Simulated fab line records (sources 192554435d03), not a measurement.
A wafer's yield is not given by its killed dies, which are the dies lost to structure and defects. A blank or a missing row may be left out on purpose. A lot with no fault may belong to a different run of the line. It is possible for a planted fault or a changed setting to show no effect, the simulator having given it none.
A lot that was struck, set against a sound lot :: flow n5 finfet :: 19 out of 1938 route steps
Sound: the wafers L328.3, L328.4, L328.6. Wafers L340.3, L340.5, L340.6 were the ones struck. The cause comes at the end.
Order at every step that has rows: each side's tool, ch and its chambers, its first start. Under that, the readings that differ: sound wafers :: struck wafers :: difference of the means :: sigmas: that difference in standard deviations of wafers without a fault.
alike: words and numbers the same on both sides, and readings whose means are apart by under 2 such deviations; not compared: readings that were withheld, readings missing a value for some wafer, numbers with overlapping values and no deviation given by the record, and bounds like >300 which may hide the same value.
The two part at a step that has a row with sigmas, a row that says differs or no value, or rows on one side only. When numbers do not overlap yet have no deviation, they are printed without sigmas and do not part them. A reading missing from all wafers of one side parts the sides only when that side holds two or more wafers.

first, 9 steps without rows for these wafers: N5_BEOL_M2_COAT_67 (time 60 s, resist thk 60 nm); N5_BEOL_M2_COAT_68 (time 60 s, resist thk 12 nm); N5_BEOL_M2_COAT_76 (time 60 s, resist thk 5 nm); N5_BEOL_M2_COAT_22 (resist thk 30 nm); N5_BEOL_M2_EBR_24; N5_BEOL_M2_SOFTBAKE_23 (time 60 s); N5_BEOL_M2_EXPOSE_25 (exposes mask V1, defocus 5 nm); N5_BEOL_M2_PEB_26 (peb time 60 s); N5_BEOL_M2_DEVELOP_27 (develop time 30 s).
N5_BEOL_M2_CD_MEAS_28: target cd 26.2 nm, target cd y 24.1 nm.
  sound on cd sem-02 ch 0, day 7 01:53; struck on cd sem-03 ch 0, day 10 07:50
  alike: cd nm
N5_BEOL_M2_OVL_MEAS_29:
  sound on overlay-01 ch 0, day 7 01:55; struck on overlay-02 ch 0, day 10 07:53
  alike: V1_OVL
N5_BEOL_M2_INSPECT_30: inspects for defects (brightfield).
  sound on defect inspect-01 at day 7 01:58; struck on defect inspect-01 at day 10 07:56
  alike: raw defect count
N5_BEOL_M2_DESCUM_33: chemistry O2, time 7 s.
  sound on rie diel-05 ch 2,3, day 7 02:03; struck on rie diel-04 ch 0,3, day 10 07:58
reading: throttle valve pct (%)
sound: 20.95 20.45 20.43
struck: 19.90 20.14 19.91
difference: -0.63
sigmas: -2

reading: model.CAR-EUV_of_BEOL_M2_COAT_22.thk nm (nm)
sound: 26 26 26.2
struck: 24 24.2 24
difference: -2
sigmas: 
  alike: drypump motor current A, oes product au, rf vpp V, showerhead plenum p Torr
  not compared: rf hours counter h
N5_BEOL_M2_ETCH_77: etches underlayer in N2/H2, target depth 6.5 nm, time 5.2 s.
  sound on rie diel-05 ch 2,3, day 7 02:05; struck on rie diel-04 ch 0,3, day 10 07:59
  alike: drypump motor current A, etch rf on time s, oes product au, rf vpp V, showerhead plenum p Torr, throttle valve pct
  not compared: rf hours counter h
N5_BEOL_M2_ETCH_69: etches SiARC in CF4, target depth 15.6 nm, time 26 s.
  sound on rie diel-05 ch 2,3, day 7 02:06; struck on rie diel-04 ch 0,3, day 10 08:01
reading: throttle valve pct (%)
sound: 15.96 15.75 15.72
struck: 15.02 15.30 15.01
difference: -0.70
sigmas: -3
  alike: drypump motor current A, etch rf on time s, oes product au, rf vpp V, showerhead plenum p Torr
  not compared: rf hours counter h
N5_BEOL_M2_ALD_98: deposits SiO2, target thk 2.5 nm, pulse time 1 s, co reactant pulse time 1 s.
  sound on ald sin-04 ch 1,2, day 7 02:16; struck on ald sin-03 ch 1,2,3, day 10 08:05
  alike: heater power w, precursor pulse height rel, susceptor temp C
N5_BEOL_M2_ETCHBACK_99: etches SiO2 in CHF3, target depth 5 nm, time 10.4 s.
  sound on rie diel-04 ch 2,3, day 7 03:38; struck on rie diel-01 ch 0,1,3, day 10 10:12
reading: model.CAR-EUV_of_BEOL_M2_COAT_22.thk nm (nm)
sound: 10.4 10.4 10.4
struck: 8.4 8.4 8.4
difference: -2.0
sigmas: 
  alike: drypump motor current A, oes_f_703_au, oes product au, rf vpp V, showerhead plenum p Torr, throttle valve pct
  not compared: rf hours counter h
N5_BEOL_M2_ETCH_70: etches SOC in N2/H2, target depth 80 nm, overetch 24 nm, time 130 s.
  sound on rie diel-04 ch 2,3, day 7 03:40; struck on rie diel-01 ch 0,1,3, day 10 10:14
  alike: drypump motor current A, oes product au, rf vpp V, showerhead plenum p Torr, throttle valve pct
  not compared: rf hours counter h
N5_BEOL_M4_RC_MEAS_101:
  sound on prober-02 ch 0, day 8 06:19; struck on prober-01 ch 0, day 11 12:44
reading: SS_N (mV/dec)
sound: 72.4 71.4 72.1
struck: 71.0 70.3 69.9
difference: -1.6
sigmas: -2
  alike: DIBL_N, DIBL_P, IOFF_N, IOFF_P, ION_N, ION_P, SS_P, VT_N, VT_P

== WHERE THEY PART ==
Last at N5_BEOL_M4_RC_MEAS_101 as far as this record goes, first at N5_BEOL_M2_DESCUM_33.

WHY: what had been put in by the simulator
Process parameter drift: rie diel-04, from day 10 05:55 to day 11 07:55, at N5_BEOL_M2_DESCUM_33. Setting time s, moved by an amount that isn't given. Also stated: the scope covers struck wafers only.
